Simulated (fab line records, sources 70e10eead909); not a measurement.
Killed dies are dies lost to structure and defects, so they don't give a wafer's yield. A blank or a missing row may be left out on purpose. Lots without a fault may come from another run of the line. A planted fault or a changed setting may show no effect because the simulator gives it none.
Chamber matching | flow nand_harc | NHARC_P_BONDPAD_STRIP_15 on rie_diel-13: 4 sister chambers
The step strips in O2. 18 wafers are shown with their chamber, then 8 later ones without.

WAFERS WITH THEIR CHAMBER
wafer  | chamber | oes_product_au (a.u.) | rf_vpp_V (V) | throttle_valve_pct (%)
L315.3 | 3       | 1.001                 | 55.6         | 17.031
L315.4 | 1       | 1.021                 | 57.4         | 17.029
L315.6 | 3       | 1.001                 | 57.5         | 17.041
L319.1 | 3       | 0.986                 | 56.6         | 17.024
L319.5 | 3       | 0.983                 | 57.7         | 17.044
L319.6 | 2       | 1.004                 | 57.7         | 17.021
L318.4 | 2       | 1.013                 | 57.5         | 17.038
L318.5 | 3       | 1.005                 | 57.1         | 17.050
L318.6 | 2       | 1.023                 | 58.4         | 17.043
L320.2 | 3       | 0.993                 | 58.1         | 17.031
L320.3 | 0       | 1.011                 | 56.7         | 17.040
L320.4 | 2       | 1.008                 | 57.8         | 17.031
L322.1 | 1       | 1.014                 | 57.5         | 17.046
L322.4 | 0       | 0.990                 | 56.2         | 17.029
L322.5 | 1       | 1.014                 | 56.3         | 17.040
L323.1 | 3       | 0.999                 | 59.0         | 17.028
L323.3 | 1       | 1.014                 | 57.5         | 17.031
L323.5 | 3       | 0.998                 | 57.6         | 17.051

SIGNATURES (means of the wafers above)
reading            | chamber 0 | chamber 1 | chamber 2 | chamber 3 | scatter within a chamber
oes_product_au     | 1.00050   | 1.01575   | 1.01200   | 0.99575   | 0.00793
rf_vpp_V           | 56.450    | 57.175    | 57.850    | 57.400    | 0.791
throttle_valve_pct | 17.03450  | 17.03650  | 17.03325  | 17.03750  | 0.00953
Rule: a wafer's distance from a chamber is the root of the sum, over the readings, of the square of ((its reading less the chamber's mean) divided by the reading's scatter). The wafer belongs to the nearest chamber; if the next one is less than 2 further off, it can't be placed. The scatter: the root of (the sum of the squares of (reading less its chamber's mean) over the shown wafers, divided by (wafers less chambers)).

WAFERS WITHOUT THEIR CHAMBER
wafer  | oes_product_au (a.u.) | rf_vpp_V (V) | throttle_valve_pct (%)
L330.1 | 1.000                 | 57.9         | 17.031
L330.5 | 1.003                 | 58.2         | 17.045
L336.1 | 0.998                 | 56.9         | 17.023
L336.4 | 0.987                 | 57.4         | 17.016
L336.6 | 0.995                 | 58.6         | 17.039
L335.3 | 1.006                 | 59.7         | 17.046
L335.5 | 1.005                 | 58.9         | 17.036
L335.6 | 1.006                 | 58.3         | 17.030

WHICH CHAMBER EACH WENT THROUGH
wafer  | from the rows above               | in truth
L330.1 | can't be placed: 3 or 2 or 0 or 1 | 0
L330.5 | can't be placed: 3 or 2 or 1 or 0 | 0
L336.1 | can't be placed: 0 or 3 or 2 or 1 | 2
L336.4 | can't be placed: 3 or 0 or 2 or 1 | 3
L336.6 | can't be placed: 3 or 2 or 0 or 1 | 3
L335.3 | can't be placed: 2 or 3 or 1 or 0 | 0
L335.5 | can't be placed: 2 or 3 or 1 or 0 | 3
L335.6 | can't be placed: 2 or 3 or 1 or 0 | 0
Placed correctly: 0 of 8. Can't be placed from these rows: 8 (the true chamber is among the candidates in 8). Placed wrongly: 0.
